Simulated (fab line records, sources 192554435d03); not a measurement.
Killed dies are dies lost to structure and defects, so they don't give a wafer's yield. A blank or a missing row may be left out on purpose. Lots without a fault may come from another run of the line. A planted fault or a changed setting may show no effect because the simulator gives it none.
Chamber matching | flow n5_finfet | N5_HKMG_FIN_ETCH_67 on rie_diel-05: 4 sister chambers
The step etches SOC in N2/H2, stops on TiN, target depth 388.9 nm. 18 wafers are shown with their chamber, then 9 later ones without.

WAFERS WITH THEIR CHAMBER
wafer  | chamber | showerhead_plenum_p_Torr (Torr) | throttle_valve_pct (%) | drypump_motor_current_A (A)
L074.1 | 1       | 2.59                            | 17.31                  | 5.9
L074.4 | 0       | 2.67                            | 17.76                  | 5.7
L074.5 | 1       | 2.59                            | 17.34                  | 5.9
L078.2 | 3       | 2.51                            | 17.96                  | 5.6
L078.4 | 2       | 2.51                            | 17.91                  | 5.8
L078.5 | 0       | 2.67                            | 17.75                  | 5.7
L079.2 | 3       | 2.50                            | 18.00                  | 5.7
L079.3 | 2       | 2.51                            | 17.93                  | 5.8
L079.5 | 1       | 2.59                            | 17.32                  | 5.9
L088.1 | 1       | 2.58                            | 17.39                  | 6.0
L088.2 | 0       | 2.66                            | 17.80                  | 5.7
L088.5 | 3       | 2.50                            | 18.03                  | 5.7
L091.1 | 3       | 2.49                            | 18.03                  | 5.6
L091.2 | 0       | 2.66                            | 17.82                  | 5.7
L091.4 | 0       | 2.66                            | 17.82                  | 5.7
L092.2 | 2       | 2.51                            | 17.50                  | 5.9
L092.4 | 0       | 2.66                            | 17.82                  | 5.7
L092.5 | 1       | 2.57                            | 17.39                  | 5.9

SIGNATURES (means of the wafers above)
reading                  | chamber 0 | chamber 1 | chamber 2 | chamber 3 | scatter within a chamber
showerhead_plenum_p_Torr | 2.6633    | 2.5840    | 2.5100    | 2.5000    | 0.00683
throttle_valve_pct       | 17.7950   | 17.3500   | 17.7800   | 18.0050   | 0.0971
drypump_motor_current_A  | 5.700     | 5.920     | 5.833     | 5.650     | 0.042
Rule: a wafer's distance from a chamber is the root of the sum, over the readings, of the square of ((its reading less the chamber's mean) divided by the reading's scatter). The wafer belongs to the nearest chamber; if the next one is less than 2 further off, it can't be placed. The scatter: the root of (the sum of the squares of (reading less its chamber's mean) over the shown wafers, divided by (wafers less chambers)).

WAFERS WITHOUT THEIR CHAMBER
wafer  | showerhead_plenum_p_Torr (Torr) | throttle_valve_pct (%) | drypump_motor_current_A (A)
L095.2 | 2.65                            | 17.83                  | 5.7
L095.4 | 2.50                            | 17.53                  | 5.8
L095.6 | 2.65                            | 17.85                  | 5.7
L096.3 | 2.65                            | 17.84                  | 5.7
L096.4 | 2.57                            | 17.40                  | 5.9
L096.5 | 2.49                            | 18.04                  | 5.7
L097.4 | 2.49                            | 18.07                  | 5.7
L097.5 | 2.50                            | 17.55                  | 5.8
L097.6 | 2.57                            | 17.42                  | 5.9

WHICH CHAMBER EACH WENT THROUGH
wafer  | from the rows above | in truth
L095.2 | 0                   | 0
L095.4 | 2                   | 2
L095.6 | 0                   | 0
L096.3 | 0                   | 0
L096.4 | 1                   | 1
L096.5 | 3                   | 3
L097.4 | 3                   | 3
L097.5 | 2                   | 2
L097.6 | 1                   | 1
Placed correctly: 9 of 9. Can't be placed from these rows: 0. Placed wrongly: 0.
